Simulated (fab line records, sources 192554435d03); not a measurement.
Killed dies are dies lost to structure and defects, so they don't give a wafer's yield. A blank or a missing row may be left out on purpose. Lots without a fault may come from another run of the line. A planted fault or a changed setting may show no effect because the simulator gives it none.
Split-lot experiment | flow n5_finfet | 7 lots, 39 wafers read, on a route of 1938 steps

THE SPLIT
At N5_SD_EPI_N_SD_RECESS_17 (chemistry HBr/Cl2/O2, target depth 41 nm, time 23.7 s, bt time 3 s), the setting time_s was moved away from the recipe's 23.7 s on 15 of the 39 wafers read, by -8.6% to +9.2%. The other wafers ran this setting at the recipe's value.

The reading is taken at the split's own step.

THE READING
SD_EPI_N.feature_depth_nm (the simulator's own value, which no gauge read), in nm, at N5_SD_EPI_N_SD_RECESS_17 (chemistry HBr/Cl2/O2, target depth 41 nm, time 23.7 s, bt time 3 s). The file gives no usual value for it. The 24 wafers here that ran the recipe average 40.3 nm, standard deviation 0.84 nm.

wafer  | tool, chamber at the split | time_s as run, s | against the recipe | SD_EPI_N.feature_depth_nm, nm | against lot-mates on the recipe
L074.1 | rie_si-06, 0               | 23.7             | recipe             | 39.4                          | -
L074.3 | rie_si-06, 3               | 23.7             | recipe             | 40                            | -
L074.6 | rie_si-06, 1               | 23.7             | recipe             | 40.8                          | -
L078.1 | rie_si-04, 2               | 23.7             | recipe             | 39.8                          | -
L078.2 | rie_si-04, 1               | 22.29            | -5.9%              | 38.2                          | -2.3
L078.3 | rie_si-04, 3               | 22.29            | -5.9%              | 38.8                          | -1.7
L078.4 | rie_si-04, 0               | 22.29            | -5.9%              | 39.8                          | -0.7
L078.5 | rie_si-04, 3               | 23.7             | recipe             | 41.4                          | -
L078.6 | rie_si-04, 2               | 23.7             | recipe             | 40.2                          | -
L085.1 | rie_si-03, 1               | 23.7             | recipe             | 39.6                          | -
L085.2 | rie_si-03, 0               | 25.08            | +5.8%              | 43.2                          | +3.8
L085.3 | rie_si-03, 3               | 25.08            | +5.8%              | 41                            | +1.6
L085.4 | rie_si-03, 1               | 23.7             | recipe             | 39.6                          | -
L085.5 | rie_si-03, 3               | 23.7             | recipe             | 39                            | -
L085.6 | rie_si-03, 0               | 25.08            | +5.8%              | 43.4                          | +4.0
L086.1 | rie_si-04, 2               | 23.7             | recipe             | 40                            | -
L086.2 | rie_si-04, 1               | 23.7             | recipe             | 39.6                          | -
L086.3 | rie_si-04, 3               | 21.67            | -8.6%              | 37.4                          | -3.1
L086.4 | rie_si-04, 0               | 23.7             | recipe             | 41.8                          | -
L086.5 | rie_si-04, 2               | 21.67            | -8.6%              | 36.6                          | -3.9
L086.6 | rie_si-04, 1               | 21.67            | -8.6%              | 36.4                          | -4.1
L089.1 | rie_si-04, 0               | 23.7             | recipe             | 42.4                          | -
L089.2 | rie_si-04, 1               | 23.7             | recipe             | 40.4                          | -
L089.3 | rie_si-04, 2               | 23.7             | recipe             | 40.4                          | -
L089.4 | rie_si-04, 3               | 23.7             | recipe             | 41.4                          | -
L089.5 | rie_si-04, 3               | 23.7             | recipe             | 41                            | -
L089.6 | rie_si-04, 2               | 23.7             | recipe             | 40                            | -
L091.1 | rie_si-06, 2               | 22.73            | -4.1%              | 37.6                          | -2.4
L091.2 | rie_si-06, 3               | 22.73            | -4.1%              | 38.2                          | -1.8
L091.3 | rie_si-06, 0               | 22.73            | -4.1%              | 37.8                          | -2.2
L091.4 | rie_si-06, 1               | 23.7             | recipe             | 40.6                          | -
L091.5 | rie_si-06, 1               | 23.7             | recipe             | 40.4                          | -
L091.6 | rie_si-06, 2               | 23.7             | recipe             | 39                            | -
L092.1 | rie_si-06, 3               | 25.87            | +9.2%              | 43.8                          | +3.8
L092.2 | rie_si-06, 2               | 25.87            | +9.2%              | 43.2                          | +3.2
L092.3 | rie_si-06, 1               | 23.7             | recipe             | 40.6                          | -
L092.4 | rie_si-06, 0               | 23.7             | recipe             | 39.4                          | -
L092.5 | rie_si-06, 0               | 25.87            | +9.2%              | 43                            | +3.0
L092.6 | rie_si-06, 3               | 23.7             | recipe             | 40                            | -

THE FIT
A straight line over all 39 wafers: SD_EPI_N.feature_depth_nm changes by +0.364 nm for each +1% of time_s; r = +0.88; the points scatter about the line by 0.87 nm.
The same after taking each lot's own level away (the mean of its wafers on the recipe; 39 wafers): +0.404 nm for each +1%; r = +0.92; scatter 0.78 nm.
On that fit, the largest move of time_s shifts the reading by 3.7 nm.
The lots' own levels span 39.40 to 40.93 nm, that is 1.8 times the standard deviation above.
So the lot-to-lot level changes the slope little: the two slopes agree.
Check: with one of the wafers moved furthest among these (+9.2%) left out of the fit, the line predicts +3.73 nm for it against its lot-mates. It came out at +3.8 nm against them.

THE WHOLE CHAIN: every reading that the file lists as answering this split, in the file's order
step                     | what it does                                                       | reading                                                                       | change (the file's fit)               | r (the file's)
N5_SD_EPI_N_SD_RECESS_17 | chemistry HBr/Cl2/O2, target depth 41 nm, time 23.7 s, bt time 3 s | Si_of_WELL_APT_EPI_41.thk_nm (the simulator's own value, which no gauge read) | -0.44 nm for each +1% of the setting  | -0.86
N5_SD_EPI_N_SD_RECESS_17 | chemistry HBr/Cl2/O2, target depth 41 nm, time 23.7 s, bt time 3 s | etch.depth_nm (the simulator's own value, which no gauge read)                | +0.409 nm for each +1% of the setting | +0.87
N5_SD_EPI_N_SD_RECESS_17 | chemistry HBr/Cl2/O2, target depth 41 nm, time 23.7 s, bt time 3 s | SD_EPI_N.feature_depth_nm (the simulator's own value, which no gauge read)    | +0.403 nm for each +1% of the setting | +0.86

THE FILE'S OWN FIT
SD_EPI_N.feature_depth_nm changes by +0.403 nm for each +1% of time_s, r = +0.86.
